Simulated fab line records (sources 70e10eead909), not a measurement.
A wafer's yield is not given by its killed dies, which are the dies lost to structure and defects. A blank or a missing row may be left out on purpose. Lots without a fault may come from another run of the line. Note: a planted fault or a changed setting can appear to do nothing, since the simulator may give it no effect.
fab line records :: flow nand_harc
[record]
  lots = 6
  wafers = 18
  last_day = 25
route steps=1159 shown P_M0@280 P_M1@285
lots with no fault: from the same line, run without faults
start_h: hours from the record's first day to the start of the lot's first wafer shown :: wait_h: hours since the lot's step before :: " repeats the value in the row above :: L1.1+2: a row that stands for several wafers :: - no value, or no start was given :: * or withheld: withheld :: < > ~ a bound
route shown NAME@n: NAME is a module with steps in the file, n the number in the route of the first one :: usual: the fault-free wafers' mean and standard deviation :: same: alike in all rows :: chamber/n: place in a boat :: sites: readings site by site :: _std_site: how widely they spread, as a standard deviation :: _edge_site: mean of outer sites minus mean of inner sites :: radius_mm: how far each site lies from the wafer's centre :: mask NAME#n: copy n :: behind: the most recent tool/chamber to have shaped the wafer :: hold: the reason the lot was held/the length of the hold in hours/how it ended :: device: names the non-switching transistor (n, p or np) :: end of line: the same wafers' tests at the end of the route :: a step without rows: its recipe alone :: killed: the dies lost at the first sort to structure and to defects; this is not the yield of the wafer :: map: shows each die of a wafer: x if killed, . if not, _ if none is there
set.NAME: the setting the step ran with; set.NAME@STEP: the setting that earlier step ran with :: model.NAME: the simulator's own value behind a step, which no gauge read
a table for each step, a row for each wafer; lots at some steps of the route
services: from which hour (start_h, from the record's first day; less than 0 if before it) a tool's chamber was out of use, for how many hours, and why
[[steps]]
[step NHARC_P_M0_SRD_25]
[step NHARC_P_M0_INSPECT_27]
[usual]
  raw_defect_count = 358/140
lot.wafer: L374.3
tool: defect_inspect-02
chamber: -
start_h: 132.88
wait_h: 0.0
raw_defect_count: 300

lot.wafer: L374.4
tool: defect_inspect-02
chamber: -
start_h: 132.88
wait_h: 0.0
raw_defect_count: 473

lot.wafer: L374.6
tool: defect_inspect-02
chamber: -
start_h: 132.88
wait_h: 0.0
raw_defect_count: 378

lot.wafer: L386.3
tool: defect_inspect-01
chamber: -
start_h: 202.93
wait_h: 0.0
raw_defect_count: 330

lot.wafer: L386.5
tool: defect_inspect-01
chamber: -
start_h: 202.93
wait_h: 0.0
raw_defect_count: 411

lot.wafer: L386.6
tool: defect_inspect-01
chamber: -
start_h: 202.93
wait_h: 0.0
raw_defect_count: 612

lot.wafer: L385.1
tool: defect_inspect-01
chamber: -
start_h: 203.46
wait_h: 0.0
raw_defect_count: 106

lot.wafer: L385.2
tool: defect_inspect-01
chamber: -
start_h: 203.46
wait_h: 0.0
raw_defect_count: 204

lot.wafer: L385.6
tool: defect_inspect-01
chamber: -
start_h: 203.46
wait_h: 0.0
raw_defect_count: 191

lot.wafer: L391.1
tool: defect_inspect-02
chamber: -
start_h: 230.02
wait_h: 0.0
raw_defect_count: 358

lot.wafer: L391.2
tool: defect_inspect-02
chamber: -
start_h: 230.02
wait_h: 0.0
raw_defect_count: 363

lot.wafer: L391.4
tool: defect_inspect-02
chamber: -
start_h: 230.02
wait_h: 0.0
raw_defect_count: 250

lot.wafer: L392.1
tool: defect_inspect-02
chamber: -
start_h: 242.31
wait_h: 0.0
raw_defect_count: 301

lot.wafer: L392.5
tool: defect_inspect-02
chamber: -
start_h: 242.31
wait_h: 0.0
raw_defect_count: 219

lot.wafer: L392.6
tool: defect_inspect-02
chamber: -
start_h: 242.31
wait_h: 0.0
raw_defect_count: 276

lot.wafer: L395.1
tool: defect_inspect-02
chamber: -
start_h: 270.84
wait_h: 0.0
raw_defect_count: 272

lot.wafer: L395.2
tool: defect_inspect-02
chamber: -
start_h: 270.84
wait_h: 0.0
raw_defect_count: 618

lot.wafer: L395.5
tool: defect_inspect-02
chamber: -
start_h: 270.84
wait_h: 0.0
raw_defect_count: 462
[step NHARC_P_M0_PRE_CLEAN_31]
[recipe]
  time_s = 12
  temp_c = 370
  rf_power_w = 300
  gas = NH3
[usual]
  heater_power_w = 671/97
lot.wafer: L374.3
tool: pecvd-01
chamber: 1
start_h: 132.97
wait_h: 0.1
heater_power_w: 576

lot.wafer: L374.6
tool: pecvd-01
chamber: 2
start_h: 132.97
wait_h: 0.1
heater_power_w: 589

lot.wafer: L374.4
tool: pecvd-01
chamber: 1
start_h: 132.97
wait_h: 0.1
heater_power_w: 566

lot.wafer: L386.3
tool: pecvd-01
chamber: 0
start_h: 203.05
wait_h: 0.1
heater_power_w: 881

lot.wafer: L386.5
tool: pecvd-01
chamber: 1
start_h: 203.05
wait_h: 0.1
heater_power_w: 587

lot.wafer: L386.6
tool: pecvd-01
chamber: 2
start_h: 203.05
wait_h: 0.1
heater_power_w: 639

lot.wafer: L385.1
tool: pecvd-01
chamber: 0
start_h: 203.69
wait_h: 0.2
heater_power_w: 849

lot.wafer: L385.2
tool: pecvd-01
chamber: 1
start_h: 203.69
wait_h: 0.2
heater_power_w: 587

lot.wafer: L385.6
tool: pecvd-01
chamber: 1
start_h: 203.69
wait_h: 0.2
heater_power_w: 592

lot.wafer: L391.2
tool: pecvd-03
chamber: 1
start_h: 230.08
wait_h: 0.1
heater_power_w: 659

lot.wafer: L391.1
tool: pecvd-03
chamber: 2
start_h: 230.08
wait_h: 0.1
heater_power_w: 549

lot.wafer: L391.4
tool: pecvd-03
chamber: 2
start_h: 230.08
wait_h: 0.1
heater_power_w: 548

lot.wafer: L392.1
tool: pecvd-02
chamber: 0
start_h: 242.38
wait_h: 0.1
heater_power_w: 817

lot.wafer: L392.5
tool: pecvd-02
chamber: 0
start_h: 242.38
wait_h: 0.1
heater_power_w: 831

lot.wafer: L392.6
tool: pecvd-02
chamber: 2
start_h: 242.38
wait_h: 0.1
heater_power_w: 570

lot.wafer: L395.2
tool: pecvd-01
chamber: 2
start_h: 270.91
wait_h: 0.1
heater_power_w: 651

lot.wafer: L395.1
tool: pecvd-01
chamber: 0
start_h: 270.91
wait_h: 0.1
heater_power_w: 741

lot.wafer: L395.5
tool: pecvd-01
chamber: 0
start_h: 270.91
wait_h: 0.1
heater_power_w: 725
[step NHARC_P_M0_DEP_32]
[recipe]
  target_thk_a = 300
  temp_c = 370
  target_thk_nm = 30
  pressure_torr = 3
  flow_sccm = 200
  rf_w = 450
  material = SiCN
[usual]
  heater_power_w = 613/95
lot.wafer: L374.3
tool: pecvd-01
chamber: 1
start_h: 133.11
wait_h: 0.1
heater_power_w: 461

lot.wafer: L374.6
tool: pecvd-01
chamber: 2
start_h: 133.11
wait_h: 0.1
heater_power_w: 613

lot.wafer: L374.4
tool: pecvd-01
chamber: 1
start_h: 133.11
wait_h: 0.1
heater_power_w: 462

lot.wafer: L386.3
tool: pecvd-01
chamber: 0
start_h: 203.19
wait_h: 0.1
heater_power_w: 730

lot.wafer: L386.5
tool: pecvd-01
chamber: 1
start_h: 203.19
wait_h: 0.1
heater_power_w: 532

lot.wafer: L386.6
tool: pecvd-01
chamber: 2
start_h: 203.19
wait_h: 0.1
heater_power_w: 626

lot.wafer: L385.1
tool: pecvd-01
chamber: 0
start_h: 203.80
wait_h: 0.1
heater_power_w: 715

lot.wafer: L385.2
tool: pecvd-01
chamber: 1
start_h: 203.80
wait_h: 0.1
heater_power_w: 542

lot.wafer: L385.6
tool: pecvd-01
chamber: 1
start_h: 203.80
wait_h: 0.1
heater_power_w: 542

lot.wafer: L391.2
tool: pecvd-03
chamber: 1
start_h: 230.20
wait_h: 0.1
heater_power_w: 587

lot.wafer: L391.1
tool: pecvd-03
chamber: 2
start_h: 230.20
wait_h: 0.1
heater_power_w: 546

lot.wafer: L391.4
tool: pecvd-03
chamber: 2
start_h: 230.20
wait_h: 0.1
heater_power_w: 548

lot.wafer: L392.1
tool: pecvd-02
chamber: 0
start_h: 242.46
wait_h: 0.1
heater_power_w: 807

lot.wafer: L392.5
tool: pecvd-02
chamber: 0
start_h: 242.46
wait_h: 0.1
heater_power_w: 817

lot.wafer: L392.6
tool: pecvd-02
chamber: 2
start_h: 242.46
wait_h: 0.1
heater_power_w: 492

lot.wafer: L395.2
tool: pecvd-01
chamber: 2
start_h: 270.99
wait_h: 0.1
heater_power_w: 568

lot.wafer: L395.1
tool: pecvd-01
chamber: 0
start_h: 270.99
wait_h: 0.1
heater_power_w: 765

lot.wafer: L395.5
tool: pecvd-01
chamber: 0
start_h: 270.99
wait_h: 0.1
heater_power_w: 792
[step NHARC_P_M1_DEP_00]
[recipe]
  target_thk_a = 1825
  target_thk_nm = 182.5
  temp_c = withheld
  pressure_torr = 5
  flow_sccm = 200
  rf_w = 600
  material = SiOC
[step NHARC_P_M1_DEHYDRATE_01]
[recipe]
  temp_c = 150
  time_s = 120
[step NHARC_P_M1_HMDS_02]
[recipe]
  time_s = 30
[step NHARC_P_M1_COAT_34]
[recipe]
  temp_c = 200
  time_s = 65
[step NHARC_P_M1_COAT_03]
[recipe]
  spin_rpm = 1500
  resist_thk_nm = 90
[step NHARC_P_M1_SOFTBAKE_04]
[recipe]
  temp_c = 105
  time_s = 55
[step NHARC_P_M1_EBR_05]
[step NHARC_P_M1_EXPOSE_06]
[recipe]
  na = 1.35
  target_cd_nm = 130
  dose_mj = 81.88
  mask_id = P_M1
[usual]
  exposure_dose_mJ_cm2 = 81.83/0.091
  focus_offset_nm = 0.1/0.48
lot.wafer: L374.3
tool: arfi_scanner-01
chamber: 0
start_h: 134.14
wait_h: -
mask: P_M1#0
exposure_dose_mJ_cm2: 81.77
focus_offset_nm: -0.1

lot.wafer: L374.4
tool: arfi_scanner-01
chamber: 0
start_h: 134.14
wait_h: -
mask: P_M1#0
exposure_dose_mJ_cm2: 81.65
focus_offset_nm: 0.0

lot.wafer: L374.6
tool: arfi_scanner-01
chamber: 0
start_h: 134.14
wait_h: -
mask: P_M1#0
exposure_dose_mJ_cm2: 81.84
focus_offset_nm: -0.6

lot.wafer: L386.3
tool: arfi_scanner-02
chamber: -
start_h: 204.24
wait_h: -
mask: P_M1#0
exposure_dose_mJ_cm2: -
focus_offset_nm: -

lot.wafer: L386.5
tool: arfi_scanner-02
chamber: -
start_h: 204.24
wait_h: -
mask: P_M1#0
exposure_dose_mJ_cm2: -
focus_offset_nm: -

lot.wafer: L386.6
tool: arfi_scanner-02
chamber: -
start_h: 204.24
wait_h: -
mask: P_M1#0
exposure_dose_mJ_cm2: -
focus_offset_nm: -

lot.wafer: L385.1
tool: arfi_scanner-02
chamber: -
start_h: 204.75
wait_h: -
mask: P_M1#0
exposure_dose_mJ_cm2: -
focus_offset_nm: -

lot.wafer: L385.2
tool: arfi_scanner-02
chamber: -
start_h: 204.75
wait_h: -
mask: P_M1#0
exposure_dose_mJ_cm2: -
focus_offset_nm: -

lot.wafer: L385.6
tool: arfi_scanner-02
chamber: -
start_h: 204.75
wait_h: -
mask: P_M1#0
exposure_dose_mJ_cm2: -
focus_offset_nm: -

lot.wafer: L391.1
tool: arfi_scanner-03
chamber: 0
start_h: 231.44
wait_h: -
mask: P_M1#0
exposure_dose_mJ_cm2: 81.78
focus_offset_nm: -0.7

lot.wafer: L391.2
tool: arfi_scanner-03
chamber: 0
start_h: 231.44
wait_h: -
mask: P_M1#0
exposure_dose_mJ_cm2: 81.76
focus_offset_nm: -0.1

lot.wafer: L391.4
tool: arfi_scanner-03
chamber: 0
start_h: 231.44
wait_h: -
mask: P_M1#0
exposure_dose_mJ_cm2: 81.81
focus_offset_nm: -0.1

lot.wafer: L392.1
tool: arfi_scanner-02
chamber: 0
start_h: 243.69
wait_h: -
mask: P_M1#0
exposure_dose_mJ_cm2: 81.90
focus_offset_nm: 0.5

lot.wafer: L392.5
tool: arfi_scanner-02
chamber: 0
start_h: 243.69
wait_h: -
mask: P_M1#0
exposure_dose_mJ_cm2: 81.79
focus_offset_nm: 0.1

lot.wafer: L392.6
tool: arfi_scanner-02
chamber: 0
start_h: 243.69
wait_h: -
mask: P_M1#0
exposure_dose_mJ_cm2: 82.04
focus_offset_nm: -0.1

lot.wafer: L395.1
tool: arfi_scanner-03
chamber: 0
start_h: 272.07
wait_h: -
mask: P_M1#0
exposure_dose_mJ_cm2: 81.64
focus_offset_nm: -0.8

lot.wafer: L395.2
tool: arfi_scanner-03
chamber: 0
start_h: 272.07
wait_h: -
mask: P_M1#0
exposure_dose_mJ_cm2: 81.70
focus_offset_nm: -0.4

lot.wafer: L395.5
tool: arfi_scanner-03
chamber: 0
start_h: 272.07
wait_h: -
mask: P_M1#0
exposure_dose_mJ_cm2: 81.69
focus_offset_nm: -0.1
[step NHARC_P_M1_PEB_07]
[recipe]
  peb_temp_c = 100
  peb_time_s = 65
[[services]]
tool: pecvd-03
chamber: -
start_h: 111.30
hours: 13.0
kind: pm

tool: pecvd-03
chamber: 0
start_h: 111.30
hours: 13.0
kind: vent_cycle

tool: pecvd-03
chamber: 1
start_h: 111.30
hours: 13.0
kind: vent_cycle

tool: pecvd-03
chamber: 2
start_h: 111.30
hours: 13.0
kind: vent_cycle

tool: pecvd-03
chamber: 0
start_h: 124.30
hours: -
kind: clean

tool: arfi_scanner-02
chamber: 0
start_h: 138.47
hours: -
kind: calibration

tool: arfi_scanner-03
chamber: -
start_h: 140.02
hours: 4.0
kind: pm

tool: arfi_scanner-03
chamber: -
start_h: 150.36
hours: 0.9
kind: repair

tool: arfi_scanner-03
chamber: -
start_h: 152.55
hours: 0.8
kind: repair

tool: pecvd-02
chamber: -
start_h: 153.19
hours: 13.0
kind: pm

tool: arfi_scanner-02
chamber: -
start_h: 165.65
hours: 2.3
kind: repair

tool: pecvd-03
chamber: 0
start_h: 186.05
hours: 7.7
kind: repair

tool: arfi_scanner-01
chamber: -
start_h: 196.00
hours: 4.0
kind: pm

tool: arfi_scanner-01
chamber: -
start_h: 205.18
hours: 0.5
kind: repair

tool: arfi_scanner-01
chamber: -
start_h: 213.60
hours: 2.1
kind: repair

tool: pecvd-01
chamber: -
start_h: 237.31
hours: 13.0
kind: pm

tool: pecvd-01
chamber: 0
start_h: 237.31
hours: 13.0
kind: vent_cycle

tool: pecvd-01
chamber: 1
start_h: 237.31
hours: 13.0
kind: vent_cycle

tool: pecvd-01
chamber: 2
start_h: 237.31
hours: 13.0
kind: vent_cycle

tool: pecvd-01
chamber: 0
start_h: 250.31
hours: -
kind: clean

tool: pecvd-01
chamber: 1
start_h: 250.31
hours: -
kind: clean

tool: pecvd-01
chamber: 2
start_h: 250.31
hours: -
kind: clean

tool: arfi_scanner-02
chamber: -
start_h: 256.00
hours: 4.0
kind: pm

tool: pecvd-01
chamber: -
start_h: 259.83
hours: 1.0
kind: repair
[[key]]
[first_sign]
  step = NHARC_P_M1_EXPOSE_06
  reading = tool_record
  direction = missing
effect none on later readings
met_at NHARC_P_M1_EXPOSE_06
struck_wafers L385.1,L385.2,L385.6,L386.3,L386.5,L386.6
later_rows_left_out L385.1,L385.2,L385.6,L386.3,L386.5,L386.6
sort_left_out L385.1,L385.2,L385.6,L386.3,L386.5,L386.6
[fault]
  kind = skipped_step_whole
  tool = arfi_scanner-02,arfi_scanner-03
  chamber = -
  onset_h = 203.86
  steps = NHARC_P_M1_EXPOSE_06
  scope = struck_lots_only
// sort_left_out: the simulated sort isn't trusted on such a fault, so these wafers' sort isn't shown, and their yield isn't known
// later_rows_left_out: the simulator's readings of these wafers behind a module that went badly wrong aren't trusted and aren't shown, but for the sort
